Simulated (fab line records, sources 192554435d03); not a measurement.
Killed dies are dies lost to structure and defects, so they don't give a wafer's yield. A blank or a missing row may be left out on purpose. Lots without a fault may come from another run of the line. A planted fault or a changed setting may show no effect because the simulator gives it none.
One fault seen from 3 desks | flow n5_finfet | each desk has only its own numbers; what lay behind them comes last

THE DEFECT DESK
What the inspections along the route counted, lot by lot: means of the sampled wafers that have a number. A lot is out of limits, marked OUT, if its mean lies more than 4 standard deviations from the usual mean; the brackets give that distance.
Columns: A = raw_defect_count at N5_BEOL_M5_INSPECT_58, usual 67; B = raw_defect_count at N5_BEOL_M6_INSPECT_13, usual 378; C = raw_defect_count at N5_BEOL_M6_INSPECT_30, usual 379
lot  | first seen here | A              | B   | C
L927 | day 8 22:29     | 51             | 318 | 321
L926 | day 9 06:46     | 89             | 449 | 440
L928 | day 9 10:43     | 62             | 483 | 475
L929 | day 9 14:43     | 70             | 453 | 441
L931 | day 10 04:15    | 66             | 302 | 307
L933 | day 11 02:19    | 65             | 343 | 340
L937 | day 12 04:18    | 78             | 353 | 369
L942 | day 12 07:40    | 79             | 366 | 372
L940 | day 12 14:16    | 241 (+9.1) OUT | 585 | 564
L945 | day 13 14:42    | 54             | 382 | 366
L947 | day 14 10:59    | 58             | 355 | 361
This desk's finding: out of limits on L940; first on L940, day 12 14:16 (raw_defect_count at N5_BEOL_M5_INSPECT_58). In limits: L927, L926, L928, L929, L931, L933, L937, L942, L945, L947.

THE TOOL OWNER'S DESK: cvd_co-01
The tool's own readings at N5_BEOL_M5_PRE_CLEAN_77 (time 15 s): means of the sampled wafers that have a number, for each lot that ran on this tool. A lot is out of limits, marked OUT, if its mean lies more than 4 standard deviations from the usual mean; the brackets give that distance.
Columns: A = heater_power_w at N5_BEOL_M5_PRE_CLEAN_77, usual 81 W
lot  | first seen here | A
L931 | day 10 03:42    | 85
L933 | day 11 02:04    | 84
L940 | day 12 14:01    | 84
This desk's finding: nothing out of limits on any of the 3 lots.

THE METROLOGY DESK
What the gauges read, lot by lot, whatever tool the lot ran on: means of the sampled wafers that have a number. A lot is out of limits, marked OUT, if its mean lies more than 4 standard deviations from the usual mean; the brackets give that distance.
Columns: A = M5_RS at N5_BEOL_M5_RS_MEAS_57, usual 0.386 ohm/sq; B = M6_ILD_THK at N5_BEOL_M6_THK_MEAS_01, usual 154.4 nm
lot  | first seen here | A     | B
L927 | day 8 22:28     | 0.389 | 153.9
L926 | day 9 06:44     | 0.390 | 151.6
L928 | day 9 10:41     | 0.377 | 152.4
L929 | day 9 14:42     | 0.391 | 153.1
L931 | day 10 03:59    | 0.375 | 151.6
L933 | day 11 02:17    | 0.377 | 154.3
L937 | day 12 04:16    | 0.396 | 154.0
L942 | day 12 07:38    | 0.401 | 155.5
L940 | day 12 14:14    | 0.374 | 152.8
L945 | day 13 14:40    | 0.372 | 154.6
L947 | day 14 10:58    | 0.397 | 154.1
This desk's finding: nothing out of limits on any of the 11 lots.

PUT TOGETHER
The defect desk could have raised an alarm at day 12 14:16, on L940.
The tool owner's desk saw nothing out of limits.
The metrology desk saw nothing out of limits.
The tool owner's desk has L940 on record, within its limits.
The metrology desk has L940 on record, within its limits.
Of the lots named, all ran N5_BEOL_M5_PRE_CLEAN_77 on cvd_co-01.

WHAT THE SIMULATOR HAD PUT IN
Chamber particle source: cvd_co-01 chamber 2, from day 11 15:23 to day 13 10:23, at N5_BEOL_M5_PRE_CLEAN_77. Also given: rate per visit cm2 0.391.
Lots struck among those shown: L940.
Hours from the fault's start to each desk's first reading out of limits: the defect desk, 23.
